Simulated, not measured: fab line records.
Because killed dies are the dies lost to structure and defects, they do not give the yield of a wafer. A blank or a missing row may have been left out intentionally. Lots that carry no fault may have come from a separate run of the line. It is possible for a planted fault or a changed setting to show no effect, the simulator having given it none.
The tool behind it: which one?	flow nandHarc	24 lots with 72 wafers sampled at 6 steps, on a route of 1159 steps

WHAT EACH GAUGE READ, for each wafer
NHARC_P_M2_INSPECT_27. Usual: rawDefectCount 317, standard deviation 120.
lot	measured	on	rawDefectCount	flag
L074	day 7 03:27	defectInspect-01	233 155 209	
L075	day 7 04:58	defectInspect-02	580 362 407	
L076	day 7 04:08	defectInspect-02	358 268 312	
L077	day 7 04:55	defectInspect-01	158 332 302	
L078	day 7 10:35	defectInspect-02	417 323 334	
L079	day 7 14:59	defectInspect-02	123 178 173	
L080	day 7 20:00	defectInspect-02	301 452 345	
L081	day 7 21:24	defectInspect-01	458 307 232	
L082	day 8 16:23	defectInspect-01	167 133 178	
L084	day 8 21:26	defectInspect-01	375 332 200	
L083	day 9 05:23	defectInspect-02	367 284 286	
L085	day 9 12:48	defectInspect-02	294 554 450	
L088	day 9 13:20	defectInspect-01	221 280 340	
L086	day 9 13:52	defectInspect-02	464 438 354	
L087	day 10 02:42	defectInspect-01	263 315 352	
L089	day 10 07:47	defectInspect-02	548 490 348	
L090	day 10 09:47	defectInspect-01	217 247 257	
L091	day 10 20:10	defectInspect-02	273 383 262	
L092	day 10 20:40	defectInspect-02	491 410 228	
L093	day 11 04:00	defectInspect-01	282 361 199	
L094	day 11 04:23	defectInspect-01	240 217 207	
L095	day 11 22:02	defectInspect-01	281 339 250	
L096	day 11 22:38	defectInspect-01	359 249 341	
L097	day 12 05:29	defectInspect-02	295 461 458	

EACH LOT AND THE TOOL THAT RAN IT (in order: tool; ch and the chambers of the sampled wafers; start)
lot	NHARC_P_GATE_DESCUM_48	NHARC_P_GATE_STRIP_113	NHARC_P_M1_ETCH_15	NHARC_P_M1_STRIP_18	NHARC_P_M2_PVD_20
L074	rieDiel-13 ch 0,2,3, day 5 12:10	plasmaAsher-01 ch 0,1, day 5 15:46	rieDiel-04 ch 0,1,3, day 6 21:08 or earlier	rieDiel-04 ch 0,2,3, day 6 21:08	pvdSputter-02, day 7 03:27 or earlier
L075	rieDiel-07 ch 1,2, day 5 13:39	plasmaAsher-02 ch 0,1, day 5 17:44	rieDiel-06 ch 1,2, day 6 22:07 or earlier	rieDiel-04 ch 0,2,3, day 6 22:07	pvdSputter-02, day 7 04:58 or earlier
L076	rieDiel-13 ch 0,1,3, day 5 19:49	plasmaAsher-01 ch 0,1, day 5 23:44	rieDiel-06 ch 0,2,3, day 6 21:35 or earlier	rieDiel-04 ch 0,1, day 6 21:35	pvdSputter-03, day 7 04:08 or earlier
L077	rieDiel-13 ch 0,1,3, day 5 20:02	plasmaAsher-02 ch 0,1, day 6 00:10	rieDiel-06 ch 0,1,3, day 6 22:28 or earlier	rieDiel-10 ch 0,1,2, day 6 22:28	pvdSputter-01, day 7 04:55 or earlier
L078	rieDiel-01 ch 0,1,3, day 6 01:58	plasmaAsher-02 ch 0,1, day 6 05:41	rieDiel-10 ch 0,2,3, day 7 03:50 or earlier	rieDiel-10 ch 0,1,2, day 7 03:50	pvdSputter-01, day 7 10:35 or earlier
L079	rieDiel-01 ch 1,2,3, day 6 11:03	plasmaAsher-02 ch 0,1, day 6 14:46	rieDiel-04 ch 0,2, day 7 08:41 or earlier	rieDiel-06 ch 1,2,3, day 7 08:41	pvdSputter-01, day 7 14:59 or earlier
L080	rieDiel-13 ch 0,1,2, day 6 17:56	plasmaAsher-02 ch 0,1, day 6 21:59	rieDiel-04 ch 0,1, day 7 13:34 or earlier	rieDiel-10 ch 1,2, day 7 13:34	pvdSputter-03, day 7 20:00 or earlier
L081	rieDiel-07 ch 0,1,2, day 6 20:22	plasmaAsher-01 ch 0,1, day 7 00:22	rieDiel-04 ch 1,3, day 7 15:00 or earlier	rieDiel-06 ch 2,3, day 7 15:00	pvdSputter-02, day 7 21:24 or earlier
L082	rieDiel-13 ch 0,2,3, day 7 13:11	plasmaAsher-01 ch 0,1, day 7 16:59	rieDiel-06 ch 0,1,2, day 8 09:09 or earlier	rieDiel-04 ch 0,3, day 8 09:09	pvdSputter-01, day 8 16:23 or earlier
L084	rieDiel-13 ch 0,2,3, day 7 14:29	plasmaAsher-02 ch 0,1, day 7 18:16	rieDiel-06 ch 0,1, day 8 14:16 or earlier	rieDiel-04 ch 0,1,3, day 8 14:16	pvdSputter-01, day 8 21:26 or earlier
L083	rieDiel-13 ch 0,2,3, day 7 14:32	plasmaAsher-01 ch 0,1, day 7 18:26	rieDiel-04 ch 0,2, day 8 23:10 or earlier	rieDiel-06 ch 0,2, day 8 23:10	pvdSputter-02, day 9 05:23 or earlier
L085	rieDiel-07 ch 0,1,2, day 8 12:10	plasmaAsher-01 ch 0,1, day 8 16:17	rieDiel-04 ch 2,3, day 9 06:25 or earlier	rieDiel-04 ch 0,1, day 9 06:25	pvdSputter-02, day 9 12:48 or earlier
L088	rieDiel-01 ch 0,1,2, day 8 12:29	plasmaAsher-01 ch 0,1, day 8 17:22	rieDiel-06 ch 2,3, day 9 06:44 or earlier	rieDiel-04 ch 1,3, day 9 06:44	pvdSputter-01, day 9 13:20 or earlier
L086	rieDiel-07 ch 0,1, day 8 12:52	plasmaAsher-01 ch 0,1, day 8 18:33	rieDiel-04 ch 1,2, day 9 07:31 or earlier	rieDiel-06 ch 0,2,3, day 9 07:31	pvdSputter-03, day 9 13:52 or earlier
L087	rieDiel-01 ch 1,2,3, day 8 18:19	plasmaAsher-01 ch 0,1, day 8 23:19	rieDiel-10 ch 0,1,3, day 9 20:19 or earlier	rieDiel-04 ch 0,1,2, day 9 20:19	pvdSputter-01, day 10 02:42 or earlier
L089	rieDiel-01 ch 0,1,3, day 8 23:29	plasmaAsher-02 ch 0,1, day 9 03:21	rieDiel-04 ch 2,3, day 10 01:33 or earlier	rieDiel-10 ch 1,2,3, day 10 01:33	pvdSputter-03, day 10 07:47 or earlier
L090	rieDiel-07 ch 1,2,3, day 9 00:35	plasmaAsher-02 ch 0,1, day 9 04:37	rieDiel-04 ch 0,3, day 10 03:13 or earlier	rieDiel-06 ch 2,3, day 10 03:13	pvdSputter-01, day 10 09:47 or earlier
L091	rieDiel-01 ch 0,2,3, day 9 18:52	plasmaAsher-02 ch 0,1, day 9 22:34	rieDiel-10 ch 1,2,3, day 10 13:29 or earlier	rieDiel-06 ch 1,2,3, day 10 13:29	pvdSputter-02, day 10 20:10 or earlier
L092	rieDiel-13 ch 0,1,2, day 9 19:30	plasmaAsher-02 ch 0,1, day 9 23:52	rieDiel-04 ch 0,2,3, day 10 14:11 or earlier	rieDiel-10 ch 1,2,3, day 10 14:11	pvdSputter-02, day 10 20:40 or earlier
L093	rieDiel-13 ch 0,2,3, day 10 02:10	plasmaAsher-01 ch 0,1, day 10 06:00	rieDiel-10 ch 0,1,3, day 10 21:17 or earlier	rieDiel-04 ch 0,1,3, day 10 21:17	pvdSputter-02, day 11 04:00 or earlier
L094	rieDiel-01 ch 1,2, day 10 02:38	plasmaAsher-02 ch 0,1, day 10 06:43	rieDiel-06 ch 0,1, day 10 21:50 or earlier	rieDiel-06 ch 0,1,2, day 10 21:50	pvdSputter-03, day 11 04:23 or earlier
L095	rieDiel-13 ch 0,1,3, day 10 18:46	plasmaAsher-01 ch 0,1, day 10 22:29	rieDiel-10 ch 1,3, day 11 15:42 or earlier	rieDiel-04 ch 0,1,3, day 11 15:42	pvdSputter-02, day 11 22:02 or earlier
L096	rieDiel-01 ch 0,1,2, day 10 18:58	plasmaAsher-02 ch 0,1, day 10 23:01	rieDiel-06 ch 1,2, day 11 16:07 or earlier	rieDiel-10 ch 0,1,3, day 11 16:07	pvdSputter-03, day 11 22:38 or earlier
L097	rieDiel-01 ch 0,1,2, day 10 23:53	plasmaAsher-02 ch 0,1, day 11 03:43	rieDiel-10 ch 0,1, day 11 23:04 or earlier	rieDiel-06 ch 0,1,2, day 11 23:04	pvdSputter-02, day 12 05:29 or earlier
- NHARC_P_GATE_DESCUM_48: chemistry O2, time 3 s.
- NHARC_P_GATE_STRIP_113: strips in N2/H2, time 740 s.
- NHARC_P_M1_ETCH_15: etches the open film in C4F8/Ar, target depth 182.5 nm, time 91.2 s.
- NHARC_P_M1_STRIP_18: strips in N2/H2.
- NHARC_P_M2_PVD_20: deposits TaN, target thk 5 nm, time 8.06 s.

AS READ BY THE TOOLS THEMSELVES (means over the sampled wafers that have a number; for cases with no such wafer, the mark the record gives instead)
NHARC_P_GATE_DESCUM_48. Usual: drypumpMotorCurrentA 5.7 A, standard deviation 0.46; oesProductAu 0.996 a.u., standard deviation 0.0097; rfVppV 57.7 V, standard deviation 0.89; showerheadPlenumPTorr 1.89 Torr, standard deviation 0.073; throttleValvePct 11.312 %, standard deviation 0.009.
lot	tool	drypumpMotorCurrentA (A)	oesProductAu (a.u.)	rfVppV (V)	showerheadPlenumPTorr (Torr)	throttleValvePct (%)	flag
L074	rieDiel-13	5.7	0.999	57.6	1.89	11.314	
L075	rieDiel-07	5.8	0.998	57.5	1.94	11.313	
L076	rieDiel-13	5.5	0.995	58.2	1.88	11.324	
L077	rieDiel-13	5.6	1.003	57.9	1.88	11.302	
L078	rieDiel-01	5.7	0.998	57.5	1.84	11.319	
L079	rieDiel-01	5.5	0.996	58.0	1.91	11.303	
L080	rieDiel-13	5.6	0.999	58.0	1.84	11.305	
L081	rieDiel-07	5.8	0.992	58.1	1.97	11.315	
L082	rieDiel-13	5.7	0.997	57.7	1.88	11.315	
L084	rieDiel-13	5.7	0.997	57.7	1.88	11.314	
L083	rieDiel-13	5.7	1.008	56.9	1.88	11.310	
L085	rieDiel-07	5.8	0.995	58.2	1.97	11.320	
L088	rieDiel-01	5.9	0.999	57.6	1.87	11.317	
L086	rieDiel-07	5.7	0.993	57.4	1.96	11.309	
L087	rieDiel-01	5.5	0.990	56.6	1.90	11.313	
L089	rieDiel-01	5.7	0.999	57.8	1.84	11.312	
L090	rieDiel-07	5.6	0.992	56.6	1.92	11.316	
L091	rieDiel-01	6.0	0.994	57.5	1.89	11.312	
L092	rieDiel-13	5.6	0.996	57.5	1.83	11.320	
L093	rieDiel-13	5.7	1.003	57.1	1.88	11.313	
L094	rieDiel-01	5.7	0.996	58.5	1.93	11.313	
L095	rieDiel-13	5.5	0.999	57.9	1.87	11.312	
L096	rieDiel-01	5.9	0.997	57.8	1.86	11.309	
L097	rieDiel-01	5.9	1.000	57.3	1.86	11.316	

NHARC_P_GATE_STRIP_113. Usual: drypumpMotorCurrentA 5.7 A, standard deviation 0.45; heaterPowerW 90 W, standard deviation 5.9.
lot	tool	drypumpMotorCurrentA (A)	heaterPowerW (W)	flag
L074	plasmaAsher-01	5.4	86	
L075	plasmaAsher-02	5.7	93	
L076	plasmaAsher-01	5.7	86	
L077	plasmaAsher-02	5.7	94	
L078	plasmaAsher-02	6.0	97	
L079	plasmaAsher-02	5.7	93	
L080	plasmaAsher-02	6.0	96	
L081	plasmaAsher-01	5.4	87	
L082	plasmaAsher-01	5.7	87	
L084	plasmaAsher-02	6.1	97	
L083	plasmaAsher-01	5.7	86	
L085	plasmaAsher-01	5.4	87	
L088	plasmaAsher-01	5.7	86	
L086	plasmaAsher-01	5.7	85	
L087	plasmaAsher-01	5.4	87	
L089	plasmaAsher-02	5.7	89	
L090	plasmaAsher-02	6.0	94	
L091	plasmaAsher-02	6.0	96	
L092	plasmaAsher-02	6.0	94	
L093	plasmaAsher-01	5.4	87	
L094	plasmaAsher-02	6.0	92	
L095	plasmaAsher-01	5.4	88	
L096	plasmaAsher-02	5.7	89	
L097	plasmaAsher-02	5.7	88	

NHARC_P_M1_ETCH_15. Usual: oesProductAu 0.951 a.u., standard deviation 0.024; rfVppV 440.6 V, standard deviation 2.9.
lot	tool	oesProductAu (a.u.)	rfVppV (V)	flag
L074	rieDiel-04	0.978	441.0	
L075	rieDiel-06	0.974	437.0	
L076	rieDiel-06	0.958	440.3	
L077	rieDiel-06	0.937	440.8	
L078	rieDiel-10	0.914	441.7	
L079	rieDiel-04	0.965	443.6	
L080	rieDiel-04	0.978	442.8	
L081	rieDiel-04	0.986	439.2	
L082	rieDiel-06	0.949	438.5	
L084	rieDiel-06	0.925	438.7	
L083	rieDiel-04	0.966	442.5	
L085	rieDiel-04	0.973	439.2	
L088	rieDiel-06	0.913	440.3	
L086	rieDiel-04	0.985	438.6	
L087	rieDiel-10	0.935	441.6	
L089	rieDiel-04	0.927	439.1	
L090	rieDiel-04	0.917	442.1	
L091	rieDiel-10	0.963	444.2	
L092	rieDiel-04	0.970	441.6	
L093	rieDiel-10	0.941	441.3	
L094	rieDiel-06	0.961	438.6	
L095	rieDiel-10	0.960	442.6	
L096	rieDiel-06	0.971	437.2	
L097	rieDiel-10	0.915	442.0	

NHARC_P_M1_STRIP_18. Usual: drypumpMotorCurrentA 5.6 A, standard deviation 0.48; oesProductAu 0.996 a.u., standard deviation 0.011; rfVppV 90.6 V, standard deviation 0.95; showerheadPlenumPTorr 2.04 Torr, standard deviation 0.1; throttleValvePct 14.171 %, standard deviation 0.0097.
lot	tool	drypumpMotorCurrentA (A)	oesProductAu (a.u.)	rfVppV (V)	showerheadPlenumPTorr (Torr)	throttleValvePct (%)	flag
L074	rieDiel-04	5.5	1.001	90.3	2.05	14.166	
L075	rieDiel-04	5.5	0.992	90.5	2.05	14.177	
L076	rieDiel-04	5.5	1.002	90.9	2.12	14.172	
L077	rieDiel-10	5.2	0.982	91.2	2.10	14.168	
L078	rieDiel-10	5.2	0.996	91.1	2.10	14.179	
L079	rieDiel-06	5.6	0.990	89.4	1.99	14.169	
L080	rieDiel-10	5.5	0.978	91.2	2.18	14.175	
L081	rieDiel-06	5.4	0.992	90.6	2.00	14.175	
L082	rieDiel-04	5.4	0.999	90.8	2.06	14.169	
L084	rieDiel-04	5.6	0.999	90.9	2.05	14.176	
L083	rieDiel-06	5.8	0.995	89.2	1.96	14.175	
L085	rieDiel-04	5.8	1.004	90.9	2.05	14.168	
L088	rieDiel-04	5.6	0.996	90.5	1.98	14.173	
L086	rieDiel-06	5.4	0.990	90.3	2.02	14.173	
L087	rieDiel-04	5.7	1.003	90.9	2.05	14.184	
L089	rieDiel-10	5.7	0.991	90.8	2.14	14.174	
L090	rieDiel-06	5.1	0.993	90.0	2.06	14.166	
L091	rieDiel-06	5.6	1.009	90.0	1.99	14.176	
L092	rieDiel-10	5.7	0.988	92.0	2.14	14.170	
L093	rieDiel-04	5.6	1.004	90.9	2.05	14.168	
L094	rieDiel-06	5.9	0.993	90.3	1.95	14.172	
L095	rieDiel-04	5.6	1.008	90.1	2.05	14.172	
L096	rieDiel-10	5.4	0.991	90.9	2.06	14.169	
L097	rieDiel-06	5.9	1.004	89.8	1.95	14.167	

NHARC_P_M2_PVD_20. Usual: throttleValvePct 30.2 %, standard deviation 0.7.
lot	tool	throttleValvePct (%)	flag
L074	pvdSputter-02	30.2	
L075	pvdSputter-02	30.0	
L076	pvdSputter-03	29.9	
L077	pvdSputter-01	30.5	
L078	pvdSputter-01	30.2	
L079	pvdSputter-01	30.1	
L080	pvdSputter-03	30.5	
L081	pvdSputter-02	29.8	
L082	pvdSputter-01	30.9	
L084	pvdSputter-01	30.9	
L083	pvdSputter-02	30.2	
L085	pvdSputter-02	30.1	
L088	pvdSputter-01	30.6	
L086	pvdSputter-03	29.9	
L087	pvdSputter-01	30.9	
L089	pvdSputter-03	30.2	
L090	pvdSputter-01	31.0	
L091	pvdSputter-02	29.9	
L092	pvdSputter-02	29.9	
L093	pvdSputter-02	29.9	
L094	pvdSputter-03	30.5	
L095	pvdSputter-02	30.3	
L096	pvdSputter-03	29.7	
L097	pvdSputter-02	30.0	

THE ANSWER, worked out from the rows above alone
Rule: lot off if the mean of its wafers having a number is beyond 3 standard deviations from the usual mean. Also off: a lot with no number at a reading for which 4 or more lots have one. The other lots that the step has rows for count as sound. The gauges are gone through in route order, then the tools' own readings, and for those a lot's mean is taken as printed above. The first step at which some lot is off is used, and at that step the reading that is off furthest; a lot without a number counts as furthest.
Across all readings shown, no lot is off: no conclusion can be drawn from this.

WHAT THE SIMULATOR HAD INSERTED
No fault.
